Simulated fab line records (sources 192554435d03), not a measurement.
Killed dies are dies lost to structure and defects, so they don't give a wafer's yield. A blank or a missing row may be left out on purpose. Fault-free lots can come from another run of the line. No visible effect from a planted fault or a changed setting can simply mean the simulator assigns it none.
fab line records	flow n5-finfet
record: lots: 10	wafers: 26	last-day: 17
route steps=1938 shown BEOL_M4@1111 BEOL_M9@1416 PASSIVATION@1936
lots that met no fault: from a run of the same line without faults
start-h: hours from the record's opening day to when the first of the lot's shown wafers began	wait-h: how many hours have passed since the lot's step before this one	" unchanged from the row above	L1.1+2: a row that stands for several wafers	- no value, or no start was given	* or withheld: withheld	< > ~ a bound
route shown NAME@n: NAME is a module with steps in the file, n the number in the route of the first one	usual: mean/standard deviation of fault-free wafers	same: alike in all rows	chamber/n: place in a boat	sites: readings site by site	_std_site: their standard deviation	_edge_site: outer sites' mean less inner sites'	radius-mm: for every site, how far away it sits from the centre of the wafer	mask NAME#n: copy n	behind: the last tool/chamber to shape the wafer	hold: cause of the lot's hold/its duration in hours/its outcome	device: the transistor (n, p or np) that didn't switch	end of line: at the end of the route, the tests of the same wafers	step lacking rows: just its recipe	killed: not the wafer's yield, but the dies lost to structure and defects at the first sort	map: the dies of a wafer, with x for killed, . for not killed, _ for no die there
set.NAME: the run value of the setting; set.NAME@STEP: its run value at that earlier step	model.NAME: the simulator's own value behind a step, which no gauge read
route steps across a sampled set of lots; one table per step, one row per wafer
services: the hour from which a tool's chamber was out of use, counted from the record's first day as start-h (under 0 if before that day), plus the number of hours and why
== steps ==
step: N5_BEOL_M4_RC_MEAS_101
usual: DIBL_N: 35.3/2.5	DIBL_P: 35/3.3	IOFF_N: 0.15/0.049	IOFF_P: 0.20/0.056	ION_N: 673/16	ION_P: 462/10	SS_N: 71.2/0.85	SS_P: 73.0/0.97	VT_N: 252/4.9	VT_P: -251/5
lot.wafer	tool	chamber	start-h	wait-h	DIBL_N[mV/V]	DIBL_P[mV/V]	IOFF_N[nA/um]	IOFF_P[nA/um]	ION_N[uA/um]	ION_P[uA/um]	SS_N[mV/dec]	SS_P[mV/dec]	VT_N[mV]	VT_P[mV]
L232.2	prober-02	0	180.63	0.2	34.2	33	0.13	0.19	673	461	70.8	72.6	251	-249
L232.5	"	0	"	"	31.6	31	0.10	0.15	662	464	70.7	71.8	255	-252
L233.1	prober-02	0	186.07	0.0	37.3	39	0.19	0.21	691	466	72.6	73.9	248	-251
L233.6	"	0	"	"	37.2	38	0.18	0.20	680	457	72.3	73.5	251	-256
L237.1	prober-02	0	198.92	0.0	35.2	35	0.13	0.17	662	449	71.6	72.9	250	-253
L237.3	"	0	"	"	32.3	32	0.09	0.13	655	454	70.1	73.1	256	-257
L236.1	prober-02	0	201.60	0.0	35.9	37	0.16	0.24	684	478	72.1	73.5	250	-249
L236.6	"	0	"	"	34.6	35	0.13	0.20	676	471	71.6	73.7	252	-249
L239.1	prober-02	0	219.74	0.0	35.6	35	0.14	0.20	668	464	70.9	72.9	249	-250
L239.5	"	0	"	"	35.7	36	0.16	0.22	683	473	71.1	72.1	247	-251
L239.6	"	0	"	"	36.1	36	0.15	0.21	683	470	71.6	72.9	252	-248
L242.1	prober-01	0	242.09	0.0	37.1	37	0.17	0.22	673	456	71.7	72.7	245	-248
L242.2	"	0	"	"	39.3	39	0.20	0.26	671	452	72.3	74.0	247	-244
L242.3	"	0	"	"	36.3	36	0.16	0.23	684	466	71.8	73.4	245	-248
L244.1	prober-02	0	245.24	0.0	32.9	32	0.09	0.14	649	452	71.6	72.4	257	-256
L244.3	"	0	"	"	35.1	34	0.12	0.16	669	460	71.0	73.0	257	-256
L244.5	"	0	"	"	36.9	37	0.15	0.19	671	461	71.4	73.3	255	-251
L247.1	prober-01	0	267.93	0.0	35.7	35	0.14	0.22	679	467	71.4	73.6	252	-247
L247.4	"	0	"	"	35.8	37	0.15	0.27	676	478	71.1	73.7	251	-243
L247.6	"	0	"	"	35.6	35	0.16	0.23	697	488	71.5	73.8	247	-243
L254.1	prober-02	0	297.30	0.0	30.2	29	0.08	0.11	665	457	70.0	72.5	259	-258
L254.2	"	0	"	"	31.0	30	0.09	0.11	646	447	70.0	72.4	257	-257
L254.6	"	0	"	"	31.3	30	0.09	0.12	648	442	69.9	72.0	259	-259
L253.1	prober-02	0	312.37	0.0	31.1	28	0.07	0.10	644	447	69.2	71.7	262	-261
L253.2	"	0	"	"	34.4	30	0.10	0.12	640	434	70.3	71.8	260	-260
L253.5	"	0	"	"	34.5	32	0.11	0.13	672	461	70.5	72.5	254	-258
step: N5_BEOL_M9_INSPECT_13
recipe: mode: adi	inspect-instrument: brightfield
usual: raw-defect-count: 418/94
lot.wafer	tool	chamber	start-h	wait-h	raw-defect-count
L232.2	defect-inspect-02	-	220.73	0.0	531
L232.5	"	-	"	"	456
L233.1	defect-inspect-01	-	229.46	0.0	607
L233.6	"	-	"	"	457
L237.1	defect-inspect-01	-	242.03	0.0	425
L237.3	"	-	"	"	330
L236.1	defect-inspect-02	-	249.61	0.0	339
L236.6	"	-	"	"	365
L239.1	defect-inspect-01	-	263.41	0.0	449
L239.5	"	-	"	"	443
L239.6	"	-	"	"	452
L242.1	defect-inspect-02	-	285.89	0.0	455
L242.2	"	-	"	"	586
L242.3	"	-	"	"	538
L244.1	defect-inspect-02	-	292.85	0.0	392
L244.3	"	-	"	"	250
L244.5	"	-	"	"	363
L247.1	defect-inspect-01	-	312.16	0.0	345
L247.4	"	-	"	"	401
L247.6	"	-	"	"	325
L254.1	defect-inspect-01	-	340.28	0.0	365
L254.2	"	-	"	"	443
L254.6	"	-	"	"	343
L253.1	defect-inspect-02	-	356.63	0.0	413
L253.2	"	-	"	"	430
L253.5	"	-	"	"	536
step: N5_BEOL_M9_ETCH_61
recipe: chemistry: CF4	target: SiARC	target-depth-a: 390	mask-material: CAR-ArF	time-s: 65	ion-energy-ev: 80	pressure-mtorr: 40	source-w: 545	bias-w: 36	Ar_flow_sccm: 100	cf4-flow-sccm: 100	ends: cleared
usual: drypump-motor-current-A: 5.7/0.41	etch-rf-on-time-s: 65.2/2.1	mfc-ar-sccm: 99.95/0.29	oes-product-au: 0.65/0.069	rf-vpp-V: 183.8/1.2	showerhead-plenum-p-Torr: 2.11/0.067	throttle-valve-pct: 15.75/0.25
lot.wafer	tool	chamber	start-h	wait-h	drypump-motor-current-A	etch-rf-on-time-s	mfc-ar-sccm	oes-product-au	rf-hours-counter-h	rf-vpp-V	showerhead-plenum-p-Torr	throttle-valve-pct
L232.2	rie-diel-03	0	221.12	0.0	5.4	66.2	100.04	0.63	201	184.5	2.22	16.05
L232.5	"	3	"	"	5.2	68.3	99.43	0.62	-	183.7	2.06	15.81
L233.1	rie-diel-03	0	230.87	0.0	5.4	65.6	100.19	0.62	205	184.6	2.22	16.05
L233.6	"	0	"	"	5.4	66.8	99.93	0.62	-	185.4	2.22	16.06
L237.1	rie-diel-01	1	242.10	0.0	5.3	65.6	99.59	0.63	173	181.5	2.04	15.75
L237.3	"	2	"	"	6.1	65.6	99.56	0.63	176	183.5	2.21	15.47
L236.1	rie-diel-03	2	249.84	0.0	5.9	61.6	99.76	0.82	20	183.3	2.09	15.72
L236.6	"	0	"	"	5.4	65.7	99.81	0.61	-	184.6	2.22	16.05
L239.1	rie-diel-02	3	263.61	0.0	5.4	63.3	100.18	0.69	99	185.3	2.17	15.57
L239.5	"	3	"	"	5.4	63.9	99.99	0.69	-	183.5	2.17	15.54
L239.6	"	2	"	"	5.9	68.5	99.87	0.61	-	185.7	2.14	15.73
L242.1	rie-diel-03	2	286.09	0.0	5.8	62.9	100.10	0.79	34	184.0	2.09	15.73
L242.2	"	3	"	"	5.2	68.5	99.88	0.61	186	181.6	2.05	15.87
L242.3	"	1	"	"	5.1	64.7	100.33	0.81	6	183.7	2.11	15.66
L244.1	rie-diel-02	1	293.01	0.0	5.6	66.6	100.07	0.64	177	183.0	2.04	15.87
L244.3	"	0	"	"	5.6	65.2	100.66	0.75	29	183.9	2.19	15.27
L244.5	"	3	"	"	5.4	63.9	100.37	0.68	-	185.8	2.17	15.58
L247.1	rie-diel-02	0	312.35	0.0	5.6	65.5	100.22	0.74	34	184.0	2.19	15.28
L247.4	"	1	"	"	5.6	66.2	100.15	0.63	-	183.7	2.04	15.88
L247.6	"	0	"	"	5.6	65.1	99.74	0.75	-	184.0	2.19	15.30
L254.1	rie-diel-01	2	340.46	0.0	6.1	65.2	99.99	0.60	206	184.4	2.20	15.53
L254.2	"	3	"	"	6.1	61.5	99.59	0.60	249	183.8	2.02	16.17
L254.6	"	3	"	"	6.1	61.0	99.93	0.60	-	184.1	2.02	16.19
L253.1	rie-diel-01	0	357.50	0.0	6.4	65.0	99.31	0.60	231	183.8	2.10	15.51
L253.2	"	1	"	"	5.3	64.8	99.83	0.61	211	181.4	2.02	15.83
L253.5	"	1	"	"	5.3	65.3	99.67	0.61	-	181.2	2.02	15.82
step: N5_BEOL_M9_CD_MEAS_18
recipe: pitch-nm: 140	target-cd-nm: 70
usual: cd-nm: 70.6/0.71
lot.wafer	tool	chamber	start-h	wait-h	cd-nm
L232.2	cd-sem-01	-	221.83	0.1	69.6
L232.5	"	-	"	"	69.5
L233.1	cd-sem-03	-	231.29	0.0	70.8
L233.6	"	-	"	"	70.3
L237.1	cd-sem-01	-	242.53	0.0	70.9
L237.3	"	-	"	"	70.9
L236.1	cd-sem-01	-	250.44	0.0	71.9
L236.6	"	-	"	"	71.3
L239.1	cd-sem-03	-	264.02	0.0	71.0
L239.5	"	-	"	"	70.0
L239.6	"	-	"	"	70.9
L242.1	cd-sem-03	-	286.52	0.0	70.9
L242.2	"	-	"	"	70.9
L242.3	"	-	"	"	70.5
L244.1	cd-sem-03	-	293.50	0.0	69.5
L244.3	"	-	"	"	71.1
L244.5	"	-	"	"	70.3
L247.1	cd-sem-02	-	312.79	0.0	70.5
L247.4	"	-	"	"	70.9
L247.6	"	-	"	"	69.7
L254.1	cd-sem-02	-	340.88	0.1	69.6
L254.2	"	-	"	"	71.1
L254.6	"	-	"	"	71.2
L253.1	cd-sem-03	-	357.92	0.0	71.2
L253.2	"	-	"	"	70.1
L253.5	"	-	"	"	70.4
step: N5_BEOL_M9_EXPOSE_25
recipe: mask-id: V8	na: 0.33	source-shape: annular	sigma-inner: 0.4	sigma-outer: 0.8	polarization: unpolarized	dose-mj: 37.25
usual: exposure-dose-mJ-cm2: 37.15/0.039
lot.wafer	tool	chamber	start-h	wait-h	mask	exposure-dose-mJ-cm2
L232.2	euv-scanner-02	0	223.40	-	V8#0	37.17
L232.5	"	0	"	"	V8#0	37.17
L233.1	euv-scanner-01	0	232.34	-	V8#0	37.23
L233.6	"	0	"	"	V8#0	37.25
L237.1	euv-scanner-02	0	242.74	-	V8#0	37.07
L237.3	"	0	"	"	V8#0	37.10
L236.1	euv-scanner-01	0	250.82	-	V8#0	37.16
L236.6	"	0	"	"	V8#0	37.14
L239.1	euv-scanner-02	0	265.14	-	V8#0	37.15
L239.5	"	0	"	"	V8#0	37.13
L239.6	"	0	"	"	V8#0	37.15
L242.1	euv-scanner-02	0	288.02	-	V8#0	23.50
L242.2	"	0	"	"	V8#0	23.53
L242.3	"	0	"	"	V8#0	23.55
L244.1	euv-scanner-02	0	295.08	-	V8#0	26.31
L244.3	"	0	"	"	V8#0	26.33
L244.5	"	0	"	"	V8#0	26.31
L247.1	euv-scanner-01	0	313.47	-	V8#0	37.15
L247.4	"	0	"	"	V8#0	37.18
L247.6	"	0	"	"	V8#0	37.18
L254.1	euv-scanner-01	0	343.09	-	V8#0	37.13
L254.2	"	0	"	"	V8#0	37.13
L254.6	"	0	"	"	V8#0	37.19
L253.1	euv-scanner-01	0	358.41	-	V8#0	37.05
L253.2	"	0	"	"	V8#0	37.16
L253.5	"	0	"	"	V8#0	37.10
step: N5_BEOL_M9_CD_MEAS_28
recipe: target-cd-nm: 70	landing-energy-ev: 500	detector: se-inlens	polarity: opening
usual: cd-nm: 69.86/0.27
same: landing-energy-ev: 500
lot.wafer	tool	chamber	start-h	wait-h	cd-nm
L232.2	cd-sem-02	0	223.52	-	70.05
L232.5	"	0	"	"	69.83
L233.1	cd-sem-01	0	232.47	-	69.55
L233.6	"	0	"	"	69.41
L237.1	cd-sem-03	0	242.87	-	69.86
L237.3	"	0	"	"	69.85
L236.1	cd-sem-03	0	250.95	-	70.16
L236.6	"	0	"	"	69.46
L239.1	cd-sem-01	0	265.27	-	70.03
L239.5	"	0	"	"	70.08
L239.6	"	0	"	"	69.81
L242.1	cd-sem-02	0	288.15	-	57.58
L242.2	"	0	"	"	58.05
L242.3	"	0	"	"	58.22
L244.1	cd-sem-01	0	295.21	-	59.55
L244.3	"	0	"	"	59.67
L244.5	"	0	"	"	59.51
L247.1	cd-sem-02	0	313.60	-	69.81
L247.4	"	0	"	"	69.62
L247.6	"	0	"	"	70.14
L254.1	cd-sem-02	0	343.22	-	70.07
L254.2	"	0	"	"	69.81
L254.6	"	0	"	"	69.52
L253.1	cd-sem-01	0	358.53	-	70.00
L253.2	"	0	"	"	70.09
L253.5	"	0	"	"	70.34
step: N5_PASSIVATION_PROBE_49
usual: defect-limited-yield: 91.3/1.4	killed_at_M0_to_M3: 33/9.9	killed_at_M4_up: 15/5.6	killed-at-contacts: 13/5.7	killed-at-front-end: 38/12	killed-at-other: 4/3.1	killed-dies: 103/17	killed-on-rim: 13/4	killed-open: 66/13	killed-short: 32/7.8	sort_bin_5_function: 5.1/0.95	sort_bin_6_memory: 3.2/0.68	sort_bin_8_speed: 0.02/0.22	sort-n-pass: 1077/17	sort-yield-pct: 91.3/1.5
same: gross-dies: 1180	killed-at-back-side: 0	sort_bin_4_leakage[%]: 0
lot.wafer	tool	chamber	start-h	wait-h	defect-limited-yield[%]	killed_at_M0_to_M3	killed_at_M4_up	killed-at-contacts	killed-at-front-end	killed-at-other	killed-dies	killed-on-rim	killed-open	killed-short	sort_bin_5_function[%]	sort_bin_6_memory[%]	sort_bin_8_speed[%]	sort-n-pass	sort-yield-pct[%]
L233.1	prober-02	-	294.34	0.0	91.2	56	5	12	25	6	104	14	56	45	4.1	4.3	0	1076	91.2
L233.6	prober-02	-	294.59	0.3	89.9	45	26	11	33	4	119	17	75	43	6.2	3.2	0	1061	89.9
L236.1	prober-01	-	305.33	0.0	88.1	41	14	20	56	9	140	17	93	45	6.9	4.2	0	1040	88.1
L236.6	prober-01	-	305.58	0.3	89.5	22	8	17	75	2	124	20	96	27	7.2	3.1	0	1056	89.5
L242.1	prober-02	-	354.93	0.0	49.9	40	482	17	48	4	591	133	86	29	46.1	3.7	0	589	49.9
L242.2	prober-02	-	354.98	0.1	48.6	27	527	21	28	3	606	135	61	23	48.5	2.7	0	574	48.6
L242.3	prober-02	-	355.03	0.1	50.3	30	496	9	51	0	586	128	71	27	46.5	2.8	0	594	50.3
L244.1	prober-01	-	356.39	0.0	69.6	42	244	18	51	4	359	107	71	48	26.5	3.4	0	821	69.6
L244.3	prober-01	-	356.49	0.1	69.0	39	265	18	38	6	366	99	61	46	27.0	3.3	0	814	69.0
L244.5	prober-01	-	356.59	0.2	70.5	28	276	14	23	7	348	94	59	18	26.4	2.9	0	832	70.5
L247.1	prober-01	-	371.55	0.0	92.2	33	16	13	28	2	92	9	63	26	5.0	2.5	0	1088	92.2
L247.4	prober-01	-	371.70	0.2	93.1	27	12	4	38	0	81	9	56	21	4.0	2.5	0	1099	93.1
L247.6	prober-01	-	371.80	0.3	91.2	36	10	3	53	2	104	16	71	32	5.1	3.6	0	1076	91.2
killed by level:class
L233.1 BEOL_M0_SAQP:geometric-particle:short=21 MOL_CONTACT_COAG:geometric-particle:open=10 BEOL_M0_SAQP:geometric-particle:open=10 BEOL_M1:geometric-particle:open=9 BEOL_M2:geometric-particle:open=6 STI_FIN_REVEAL:geometric-particle:open=5 ILD0:geometric-particle:short=4 GATE_CUT:geometric-particle:open=3
L233.6 BEOL_M0_SAQP:geometric-particle:short=13 BEOL_M4:geometric-particle:open=13 MOL_CONTACT_COAG:geometric-particle:open=10 BEOL_M1:geometric-particle:open=9 BEOL_M0_SAQP:geometric-particle:open=8 GATE_CUT:geometric-particle:open=6 BEOL_M5:geometric-particle:open=6 GATE_CUT:geometric-particle:short=5
L236.1 MOL_CONTACT_COAG:geometric-particle:open=18 FIN_SAQP:geometric-particle:open=14 BEOL_M3:geometric-particle:open=13 STI_FIN_REVEAL:geometric-particle:open=11 FIN_SAQP:geometric-particle:short=10 BEOL_M1:geometric-particle:open=9 BEOL_M2:geometric-particle:open=6 BEOL_M0_SAQP:geometric-particle:short=6
L236.6 STI_FIN_REVEAL:geometric-particle:open=32 MOL_CONTACT_COAG:geometric-particle:open=15 FIN_SAQP:geometric-particle:open=11 BEOL_M0_SAQP:geometric-particle:open=10 BEOL_M3:geometric-particle:open=7 DUMMY_GATE:geometric-particle:short=5 GATE_CUT:geometric-particle:short=5 FIN_SAQP:geometric-particle:short=4
L242.1 BEOL_M9:area-expose=472 STI_FIN_REVEAL:geometric-particle:open=27 MOL_CONTACT_COAG:geometric-particle:open=14 BEOL_M0_SAQP:geometric-particle:short=14 BEOL_M0_SAQP:geometric-particle:open=13 FIN_SAQP:geometric-particle:open=5 STI_FIN_REVEAL:geometric-particle:short=5 BEOL_M1:geometric-particle:open=4
L242.2 BEOL_M9:area-expose=517 MOL_CONTACT_COAG:geometric-particle:open=15 BEOL_M2:geometric-particle:open=8 FIN_SAQP:geometric-particle:open=7 BEOL_M3:geometric-particle:open=7 STI_FIN_REVEAL:geometric-particle:open=5 MOL_CONTACT_COAG:geometric-particle:short=5 BEOL_M0_SAQP:geometric-particle:open=5
L242.3 BEOL_M9:area-expose=485 STI_FIN_REVEAL:geometric-particle:open=19 FIN_SAQP:geometric-particle:open=8 MOL_CONTACT_COAG:geometric-particle:open=7 BEOL_M0_SAQP:geometric-particle:open=7 BEOL_M1:geometric-particle:open=6 BEOL_M2:geometric-particle:open=6 FIN_SAQP:geometric-particle:short=5
L244.1 BEOL_M9:area-expose=230 FIN_SAQP:geometric-particle:short=16 MOL_CONTACT_COAG:geometric-particle:open=15 BEOL_M0_SAQP:geometric-particle:short=10 FIN_SAQP:geometric-particle:open=9 BEOL_M2:geometric-particle:open=8 BEOL_M4:geometric-particle:open=7 HKMG_FIN:area-etch=6
L244.3 BEOL_M9:area-expose=256 MOL_CONTACT_COAG:geometric-particle:open=11 GATE_CUT:geometric-particle:short=9 FIN_SAQP:geometric-particle:open=8 BEOL_M0_SAQP:geometric-particle:short=8 FIN_SAQP:geometric-particle:short=7 MOL_CONTACT_COAG:geometric-particle:short=7 BEOL_M1:geometric-particle:open=7
L244.5 BEOL_M9:area-expose=271 MOL_CONTACT_COAG:geometric-particle:open=14 BEOL_M0:geometric-particle:open=7 BEOL_M1:geometric-particle:open=7 BEOL_M2:geometric-particle:open=5 FIN_SAQP:geometric-particle:open=4 DUMMY_GATE:geometric-particle:open=4 GATE_CUT:geometric-particle:short=4
L247.1 MOL_CONTACT_COAG:geometric-particle:open=11 BEOL_M4:geometric-particle:open=10 STI_FIN_REVEAL:geometric-particle:open=8 BEOL_M1:geometric-particle:open=8 FIN_SAQP:geometric-particle:open=6 BEOL_M0_SAQP:geometric-particle:short=5 BEOL_M2:geometric-particle:open=5 BEOL_M3:geometric-particle:short=4
L247.4 FIN_SAQP:geometric-particle:open=10 BEOL_M1:geometric-particle:open=10 FIN_SAQP:geometric-particle:short=6 BEOL_M0_SAQP:geometric-particle:open=5 BEOL_M4:geometric-particle:open=5 BEOL_M0_SAQP:geometric-particle:short=4 BEOL_M3:geometric-particle:open=4 STI_FIN_REVEAL:geometric-particle:open=3
L247.6 STI_FIN_REVEAL:geometric-particle:open=18 FIN_SAQP:geometric-particle:open=10 BEOL_M1:geometric-particle:open=10 BEOL_M3:geometric-particle:open=7 GATE_CUT:geometric-particle:open=5 BEOL_M0_SAQP:geometric-particle:open=5 BEOL_M0_SAQP:geometric-particle:short=5 FIN_SAQP:geometric-particle:short=3
== services ==
tool	chamber	start-h	hours	kind
rie-diel-01	1	197.73	6.1	repair
euv-scanner-02	0	203.20	-	calibration
euv-scanner-01	-	208.98	1.0	pm
rie-diel-01	1	210.44	1.8	repair
euv-scanner-02	-	211.96	1.0	pm
rie-diel-02	-	212.13	28.1	pm
euv-scanner-01	-	212.97	4.6	pm
euv-scanner-02	-	227.91	5.8	pm
rie-diel-03	1	245.77	-	clean
rie-diel-03	1	245.77	-	consumable-replace:focus-ring
rie-diel-03	1	245.77	18.5	scheduled-down
euv-scanner-01	-	265.13	1.0	pm
euv-scanner-02	-	268.14	1.0	pm
euv-scanner-02	-	273.51	4.6	pm
rie-diel-02	1	285.26	2.9	repair
euv-scanner-01	-	307.83	2.1	repair
rie-diel-02	2	311.15	15.1	repair
euv-scanner-01	-	315.23	1.0	repair
rie-diel-03	2	315.58	9.5	repair
euv-scanner-01	-	319.47	2.1	repair
euv-scanner-01	-	321.61	1.0	pm
euv-scanner-02	-	324.26	1.0	pm
rie-diel-01	-	347.50	0.1	repair
rie-diel-02	-	355.65	15.6	pm
== key ==
first-sign: step: N5_BEOL_M9_EXPOSE_25	reading: exposure-dose-mJ-cm2	direction: down	sigmas: 99+	usual: 37.15	struck: 24.92
effect: step: N5_BEOL_M9_CD_MEAS_28	reading: cd-nm	direction: down	sigmas: 41	usual: 69.86	struck: 58.76	through: control-loop
effect: step: N5_PASSIVATION_PROBE_49	reading: killed_at_M4_up	direction: up	sigmas: 65	usual: 15	struck: 382
more-kills-born-at: N5_BEOL_M9_EXPOSE_25@euv-scanner-02: 2231
met-at N5_BEOL_M9_EXPOSE_25
struck-lots L242,L244
loop-trim: step: N5_BEOL_M9_EXPOSE_25	setting: dose	lots: L244
not-acting-at N5_BEOL_M9_INSPECT_13,N5_BEOL_M9_ETCH_61,N5_BEOL_M9_CD_MEAS_18
onset-between 265.14 288.02
fault: kind: process-parameter-drift	tool: euv-scanner-02	chamber: -	onset-h: 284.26	steps: N5_BEOL_M9_EXPOSE_25	channel: dose-mj	offset: -13.589	shape: step	acts-in: these-recipes-only	stated: 37.25
loop-trim: a control loop set the setting to another value than it would have without faults
